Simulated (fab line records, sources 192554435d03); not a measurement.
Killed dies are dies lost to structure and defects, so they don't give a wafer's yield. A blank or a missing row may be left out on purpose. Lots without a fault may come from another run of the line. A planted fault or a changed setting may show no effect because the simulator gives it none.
Split-lot experiment | flow n5_finfet | 7 lots, 39 wafers read, on a route of 1938 steps

THE SPLIT
At N5_SD_EPI_N_EPI_21 (deposits Si:P, time 690 s), the setting temp_c was moved away from the recipe's 680 C on 18 of the 39 wafers read, by -0.2% to +0.8%. The other wafers ran this setting at the recipe's value.

FROM THE SPLIT TO THE READING: what the file shows between them, 6 steps
- N5_SD_EPI_N_EPI_MEAS_23
- N5_SD_EPI_N_PRECLEAN_24: cleans in O3/DIW, time 60 s
- N5_SD_EPI_N_SRD_25: time 30 s
- N5_SD_EPI_N_PRECLEAN_49: cleans in NF3:NH3, afs cycles 1, time 20 s, sublimation time 60 s
- N5_SD_ACTIVATION_RTA_00: time 0 s
- N5_SD_ACTIVATION_LSA_01: time 0.0008 s

THE READING
RS_SD_N, in ohm/sq, at N5_SD_ACTIVATION_RS_MEAS_03 (measures by four-point-probe). Fault-free wafers of this fab line usually give 21.90 ohm/sq, standard deviation 0.29 ohm/sq.

wafer  | tool, chamber at the split | temp_c as run, C | against the recipe | RS_SD_N, ohm/sq | against lot-mates on the recipe
L075.1 | epi_rpcvd-03, 0            | 683.3            | +0.5%              | 21.43           | -1.01
L075.2 | epi_rpcvd-03, 0            | 680              | recipe             | 22.62           | -
L075.3 | epi_rpcvd-03, 0            | 683.3            | +0.5%              | 21.32           | -1.12
L075.4 | epi_rpcvd-03, 0            | 683.3            | +0.5%              | 21.23           | -1.21
L075.5 | epi_rpcvd-03, 0            | 680              | recipe             | 22.16           | -
L075.6 | epi_rpcvd-03, 0            | 680              | recipe             | 22.55           | -
L086.1 | epi_rpcvd-02, 0            | 680              | recipe             | 22.26           | -
L086.2 | epi_rpcvd-02, 0            | 680              | recipe             | 21.98           | -
L086.3 | epi_rpcvd-02, 0            | 680              | recipe             | 22.35           | -
L086.4 | epi_rpcvd-02, 0            | 684.9            | +0.7%              | 20.58           | -1.62
L086.5 | epi_rpcvd-02, 0            | 684.9            | +0.7%              | 20.49           | -1.71
L086.6 | epi_rpcvd-02, 0            | 684.9            | +0.7%              | 20.52           | -1.68
L089.1 | epi_rpcvd-02, 0            | 680              | recipe             | 22.15           | -
L089.2 | epi_rpcvd-02, 0            | 685.1            | +0.8%              | 20.41           | -1.99
L089.3 | epi_rpcvd-02, 0            | 680              | recipe             | 22.58           | -
L089.4 | epi_rpcvd-02, 0            | 685.1            | +0.8%              | 20.29           | -2.11
L089.5 | epi_rpcvd-02, 0            | 685.1            | +0.8%              | 20.49           | -1.91
L089.6 | epi_rpcvd-02, 0            | 680              | recipe             | 22.46           | -
L091.1 | epi_rpcvd-03, 0            | 680              | recipe             | 21.52           | -
L091.4 | epi_rpcvd-03, 0            | 680              | recipe             | 21.89           | -
L091.6 | epi_rpcvd-03, 0            | 680              | recipe             | 21.50           | -
L093.1 | epi_rpcvd-03, 0            | 678.5            | -0.2%              | 22.26           | +0.40
L093.2 | epi_rpcvd-03, 0            | 678.5            | -0.2%              | 22.34           | +0.48
L093.3 | epi_rpcvd-03, 0            | 680              | recipe             | 21.75           | -
L093.4 | epi_rpcvd-03, 0            | 680              | recipe             | 21.86           | -
L093.5 | epi_rpcvd-03, 0            | 678.5            | -0.2%              | 21.86           | +0.00
L093.6 | epi_rpcvd-03, 0            | 680              | recipe             | 21.98           | -
L095.1 | epi_rpcvd-02, 0            | 683.5            | +0.5%              | 20.44           | -1.63
L095.2 | epi_rpcvd-02, 0            | 683.5            | +0.5%              | 20.56           | -1.51
L095.3 | epi_rpcvd-02, 0            | 680              | recipe             | 22.07           | -
L095.4 | epi_rpcvd-02, 0            | 680              | recipe             | 22.12           | -
L095.5 | epi_rpcvd-02, 0            | 683.5            | +0.5%              | 21.00           | -1.07
L095.6 | epi_rpcvd-02, 0            | 680              | recipe             | 22.02           | -
L097.1 | epi_rpcvd-03, 0            | 681.6            | +0.2%              | 21.34           | -0.63
L097.2 | epi_rpcvd-03, 0            | 680              | recipe             | 21.95           | -
L097.3 | epi_rpcvd-03, 0            | 681.6            | +0.2%              | 21.26           | -0.71
L097.4 | epi_rpcvd-03, 0            | 681.6            | +0.2%              | 21.24           | -0.73
L097.5 | epi_rpcvd-03, 0            | 680              | recipe             | 21.88           | -
L097.6 | epi_rpcvd-03, 0            | 680              | recipe             | 22.09           | -

THE FIT
A straight line over all 39 wafers: RS_SD_N changes by -2.07 ohm/sq for each +1% of temp_c; r = -0.91; the points scatter about the line by 0.3 ohm/sq.
The same after taking each lot's own level away (the mean of its wafers on the recipe; 39 wafers): -2.42 ohm/sq for each +1%; r = -0.97; scatter 0.18 ohm/sq.
On that fit, the largest move of temp_c shifts the reading by 1.8 ohm/sq.
The lots' own levels span 21.637 to 22.443 ohm/sq, that is 2.8 times the standard deviation above.
So the lot-to-lot level changes the slope: the two fits differ.
Check: with one of the wafers moved furthest among these (+0.8%) left out of the fit, the line predicts -1.84 ohm/sq for it against its lot-mates. It came out at -1.99 ohm/sq against them.

OTHER SPLITS ON THESE WAFERS
These wafers also went through other splits before the reading. Each is held against what the fit with the lots' levels taken away leaves over:
other split on the same wafers | wafers away from the commonest value | r with RS_SD_N (lot level and that fit taken away)
N5_WELL_APT_EXPOSE_05 dose_mj  | 18                                   | +0.14
N5_DUMMY_GATE_ETCH_42 bias_w   | 15                                   | +0.11

THE WHOLE CHAIN: every reading that the file lists as answering this split, in the file's order
step                        | what it does                 | reading                                                                         | change (the file's fit)              | r (the file's)
N5_SD_EPI_N_EPI_21          | deposits Si:P, time 690 s    | Si-P_of_SD_EPI_N_EPI_21.thk_nm (the simulator's own value, which no gauge read) | +7.47 nm for each +1% of the setting | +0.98
N5_SD_EPI_N_EPI_MEAS_23     |                              | thk_nm                                                                          | withheld for each +1% of the setting | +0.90
N5_SD_EPI_N_PRECLEAN_24     | cleans in O3/DIW, time 60 s  | Si-P_of_SD_EPI_N_EPI_21.thk_nm (the simulator's own value, which no gauge read) | +7.4 nm for each +1% of the setting  | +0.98
N5_SD_ACTIVATION_RS_MEAS_03 | measures by four-point-probe | RS_SD_N                                                                         | -2.49 for each +1% of the setting    | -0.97

THE FILE'S OWN FIT
RS_SD_N changes by -2.49 ohm/sq for each +1% of temp_c, r = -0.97.
